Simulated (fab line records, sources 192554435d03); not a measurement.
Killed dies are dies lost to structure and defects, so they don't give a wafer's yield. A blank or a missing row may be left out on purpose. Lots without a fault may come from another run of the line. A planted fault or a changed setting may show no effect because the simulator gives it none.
One fault seen from 2 desks | flow n5_finfet | each desk has only its own numbers; what lay behind them comes last

THE METROLOGY DESK
What the gauges read, lot by lot, whatever tool the lot ran on: means of the sampled wafers that have a number. A lot is out of limits, marked OUT, if its mean lies more than 4 standard deviations from the usual mean; the brackets give that distance.
Columns: A = M5_RS at N5_BEOL_M5_RS_MEAS_57, usual 0.387 ohm/sq; B = M6_ILD_THK at N5_BEOL_M6_THK_MEAS_01, usual 155.3 nm
lot  | first seen here | A     | B
L210 | day 9 18:42     | 0.381 | 157.0
L211 | day 9 20:22     | 0.382 | 156.1
L219 | day 11 14:32    | 0.387 | 155.9
L220 | day 12 08:43    | 0.397 | 154.9
L221 | day 12 17:11    | 0.381 | 155.6
L224 | day 13 01:17    | 0.380 | 154.0
L226 | day 14 02:28    | 0.389 | 153.8
L228 | day 14 11:19    | 0.376 | 154.7
L230 | day 14 11:26    | 0.398 | 155.0
L229 | day 14 21:42    | 0.390 | 154.8
This desk's finding: nothing out of limits on any of the 10 lots.

THE TOOL OWNER'S DESK: litho_track-05
The tool's own readings at N5_BEOL_M6_COAT_71 (time 60 s, resist thk 5 nm): means of the sampled wafers that have a number, for each lot that ran on this tool. A lot is out of limits, marked OUT, if its mean lies more than 4 standard deviations from the usual mean; the brackets give that distance.
Columns: A = plate_temp_C at N5_BEOL_M6_COAT_71, usual 204.98 C; B = spin_speed_rpm at N5_BEOL_M6_COAT_71, usual 1499.9 rpm
lot  | first seen here | A      | B
L210 | day 9 21:42     | 205.09 | 1498.8
L219 | day 11 17:19    | 205.15 | 1501.2
L220 | day 12 11:14    | 204.87 | 1630.8 (+99 or more) OUT
L221 | day 12 20:38    | 205.00 | 1629.7 (+99 or more) OUT
This desk's finding: out of limits on L220, L221; first on L220, day 12 11:14 (spin_speed_rpm at N5_BEOL_M6_COAT_71). In limits: L210, L219.

PUT TOGETHER
The tool owner's desk could have raised an alarm at day 12 11:14, on L220, L221.
The metrology desk saw nothing out of limits.
The metrology desk has L220, L221 on record, within its limits.
Of the lots named, all ran N5_BEOL_M6_COAT_71 on litho_track-05.

WHAT THE SIMULATOR HAD PUT IN
Process parameter drift: litho_track-05, from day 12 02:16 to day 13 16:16, at N5_BEOL_M6_COAT_71. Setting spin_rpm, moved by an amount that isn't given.
Lots struck among those shown: L220, L221.
Hours from the fault's start to each desk's first reading out of limits: the tool owner's desk, 9.
